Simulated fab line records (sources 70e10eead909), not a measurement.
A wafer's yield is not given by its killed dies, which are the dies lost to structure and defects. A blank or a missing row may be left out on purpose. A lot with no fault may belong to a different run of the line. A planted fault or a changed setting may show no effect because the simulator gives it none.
Matching of chambers ; flow nandHarc ; rieDiel-08 running NHARC_P_GATE_DESCUM_93: 4 sister chambers
The step chemistry O2, time 3 s. 18 wafers are shown with their chamber, then 9 later ones without.

== WAFERS WITH THEIR CHAMBER ==
wafer;chamber;showerheadPlenumPTorr (Torr);drypumpMotorCurrentA (A);throttleValvePct (%)
L074.1;2;1.79;5.4;11.309
L074.5;0;1.81;5.9;11.311
L074.6;1;1.83;4.9;11.315
L077.4;0;1.81;5.9;11.305
L077.5;0;1.81;5.9;11.310
L077.6;1;1.83;4.9;11.317
L077.1;3;1.94;6.0;11.317
L077.2;2;1.79;5.4;11.306
L077.3;1;1.83;4.9;11.306
L080.3;0;1.81;5.9;11.293
L080.4;3;1.94;6.1;11.313
L080.5;0;1.81;5.9;11.297
L090.2;0;1.81;5.9;11.302
L090.3;1;1.83;4.9;11.325
L090.4;3;1.94;6.0;11.299
L091.2;3;1.94;6.1;11.298
L091.5;2;1.78;5.4;11.298
L091.6;1;1.83;4.9;11.317

SIGNATURES (averages over the wafers above)
reading;chamber 0;chamber 1;chamber 2;chamber 3;scatter within a chamber
showerheadPlenumPTorr;1.8100;1.8300;1.7867;1.9400;0.00218
drypumpMotorCurrentA;5.900;4.900;5.400;6.050;0.0267
throttleValvePct;11.30300;11.31600;11.30433;11.30675;0.00748
Rule: a wafer lies at a distance from a chamber equal to the root of the sum of squares, over the readings, of (its reading less the chamber's mean, divided by the reading's scatter). The wafer belongs to the nearest chamber; if the next one is less than 2 further off, it can't be placed. How the scatter is found: for the shown wafers, subtract from each reading the mean of its chamber, square and add these, divide the total by (wafers less chambers), then take the root.

== WAFERS WHOSE CHAMBER IS MISSING ==
wafer;showerheadPlenumPTorr (Torr);drypumpMotorCurrentA (A);throttleValvePct (%)
L092.1;1.81;5.9;11.307
L092.2;1.78;5.4;11.330
L092.5;1.81;5.9;11.304
L093.2;1.78;5.4;11.289
L093.4;1.81;5.9;11.294
L093.5;1.94;6.1;11.322
L097.3;1.78;5.4;11.316
L097.4;1.94;6.1;11.305
L097.5;1.82;4.9;11.300

== THE CHAMBER EACH PASSED THROUGH ==
wafer;from the rows above;in truth
L092.1;0;0
L092.2;2;2
L092.5;0;0
L093.2;2;2
L093.4;0;0
L093.5;3;3
L097.3;2;2
L097.4;3;3
L097.5;1;1
9 of 9 placed correctly. Not placeable from these rows: 0. Placed wrongly: 0.
